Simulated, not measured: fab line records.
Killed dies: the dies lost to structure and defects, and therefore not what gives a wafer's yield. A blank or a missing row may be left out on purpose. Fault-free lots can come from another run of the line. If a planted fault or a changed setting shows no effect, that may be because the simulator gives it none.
Struck lot and sound lot, side by side | flow n5_finfet | 35 steps out of a route of 1938
Sound: these wafers, L343.1, L343.2, L343.6. Struck: wafer L350.4; the same lot's L350.2 was not struck, so it is left out; see the end for the cause.
Per side, at each step with rows, come the tool, then ch with its chambers, and then its first start. Under that, the readings that differ: sound wafers | struck wafers | difference of the means | sigmas: that difference in standard deviations of wafers without a fault.
alike: readings whose means differ by less than 2 such deviations, and words and numbers that are the same on both sides. not compared: withheld readings, readings that some wafer has no value for, bounds like >300 that may hide the same value, and numbers for which the record gives no deviation and whose values overlap.
Wherever a step has rows on one side only, a row that says differs or no value, or a row with sigmas, the two part there. Non-overlapping numbers with no deviation appear without sigmas and do not part them. A reading missing from all wafers of one side parts the sides only when that side holds two or more wafers.

first, 9 steps without rows for these wafers: N5_MOL_CONTACT_COAG_SRD_128 (dry time 32 s); N5_MOL_CONTACT_COAG_CMP_52 (polishes, stops on SiO2, t overpolish 1.5 s, target thk 66.5 nm); N5_MOL_CONTACT_COAG_ANNEAL_112 (time 1800 s); N5_BEOL_M0_SAQP_PECVD_00 (deposits SiCN from 3MS/NH3, target thk 8 nm, time 14 s); N5_BEOL_M0_SAQP_ILD_DEP_01 (deposits SiOC from DEMS/O2, target thk 45.419 nm, time 8.7 s); N5_BEOL_M0_SAQP_HM_DEP_02 (deposits TiN, target thk 12 nm); N5_BEOL_M0_SAQP_PECVD_03 (deposits SiCN from 3MS/NH3, target thk 12 nm, time 21.1 s); N5_BEOL_M0_SAQP_PECVD_96 (deposits a-Si from SiH4/He, target thk 45 nm, time 45.2 s); N5_BEOL_M0_SAQP_PECVD_97 (deposits SiNx from SiH4/NH3/N2, target thk 23 nm, time 19.9 s).
N5_BEOL_M0_SAQP_PECVD_04: deposits a-Si from SiH4/He, target thk 60 nm, time 60.2 s.
  sound on pecvd-03 ch 0,1, day 6 01:27; struck on pecvd-03 ch 1, day 7 17:08
  alike: heater_power_w, showerhead_plenum_p_Torr, throttle_valve_pct
  not compared: susceptor_temp_C, model.a-Si_of_BEOL_M0_SAQP_PECVD_04.thk_nm
then, 15 steps without rows for these wafers: N5_BEOL_M0_SAQP_HM_DEP_111 (deposits SiO2 from SiH4/N2O, target thk 12 nm, time 7.2 s); N5_BEOL_M0_SAQP_COAT_81 (time 60 s, resist thk 100 nm); N5_BEOL_M0_SAQP_COAT_82 (time 60 s, resist thk 30 nm); N5_BEOL_M0_SAQP_COAT_08 (resist thk 90 nm); N5_BEOL_M0_SAQP_EBR_10; N5_BEOL_M0_SAQP_SOFTBAKE_09 (time 60 s); N5_BEOL_M0_SAQP_EXPOSE_11 (exposes mask M0 CORE, target cd 42 nm); N5_BEOL_M0_SAQP_PEB_12 (peb time 60 s); N5_BEOL_M0_SAQP_DEVELOP_13 (develop time 30 s); N5_BEOL_M0_SAQP_DESCUM_19 (chemistry O2, time 7.9 s); N5_BEOL_M0_SAQP_ETCH_83 (etches SiARC in CF4, target depth 39 nm, time 65 s); N5_BEOL_M0_SAQP_ETCH_84 (etches SOC in N2/H2, target depth 100 nm, overetch 20 nm, time 150 s); N5_BEOL_M0_SAQP_STRIP_80 (strips in N2/H2); N5_BEOL_M0_SAQP_HM_OPEN_112 (chemistry CHF3/O2, target SiO2, stops on a-Si, target depth 12 nm, time 13.5 s); N5_BEOL_M0_SAQP_STRIP_113 (strips in CHF3/O2).
N5_BEOL_M0_SAQP_MANDREL_ETCH_20: etches a-Si in HBr/Cl2, stops on SiNx, target depth 60 nm, bt time 10 s, time 30 s.
  sound on rie_si-06 ch 1,3, day 6 02:24; struck on rie_si-03 ch 2, day 7 18:08
  alike: drypump_motor_current_A, oes_product_au, throttle_valve_pct
  not compared: rf_hours_counter_h, model.etch.depth_nm
then, 5 steps without rows for these wafers: N5_BEOL_M0_SAQP_STRIP_86 (strips in N2/H2); N5_BEOL_M0_SAQP_STRIP_115 (strips in post etch residue remover, time 60 s); N5_BEOL_M0_SAQP_SRD_93 (time 30 s); N5_BEOL_M0_SAQP_RECESS_114 (chemistry HF/NH3, target SiO2, target depth 14.4 nm, afs cycles 3, sublimation time 60 s); N5_BEOL_M0_SAQP_SPACER1_ALD_98 (deposits SiO2, target thk 12.8 nm, pulse time 1 s, purge time 2 s).
N5_BEOL_M0_SAQP_SPACER1_ETCHBACK_99: etches SiO2 in CHF3/O2, target depth 15.4 nm, time 7.7 s.
  sound on rie_diel-03 ch 1,2,3, day 6 03:29; struck on rie_diel-02 ch 1, day 7 20:23
  alike: drypump_motor_current_A, oes_product_au, rf_vpp_V, showerhead_plenum_p_Torr, throttle_valve_pct
  not compared: rf_hours_counter_h, model.a-Si_of_BEOL_M0_SAQP_PECVD_04.thk_nm
then, 1 step without rows for these wafers: N5_BEOL_M0_SAQP_MANDREL1_REMOVE_100 (chemistry HBr/Cl2/O2, target a-Si, stops on SiNx, bt time 10 s).
-- record jumps: 5 days separate the struck wafers' starts on either side; left off in module BEOL_M0_SAQP, taken up again in module BEOL_M4, whose first shown step is the route's number 1111 --
N5_BEOL_M4_RC_MEAS_101:
  sound on prober-01 ch 0, day 9 06:33; struck on prober-02 ch 0, day 12 13:22
  alike: DIBL_N, DIBL_P, IOFF_N, IOFF_P, ION_N, ION_P, SS_N, SS_P, VT_N, VT_P
N5_PASSIVATION_PROBE_49:
  the record has rows for the sound wafers here (prober-01, day 13 10:03) and none for the struck ones

== WHERE THEY PART ==
Only at N5_PASSIVATION_PROBE_49, within this record.

WHY: the cause the simulator had injected
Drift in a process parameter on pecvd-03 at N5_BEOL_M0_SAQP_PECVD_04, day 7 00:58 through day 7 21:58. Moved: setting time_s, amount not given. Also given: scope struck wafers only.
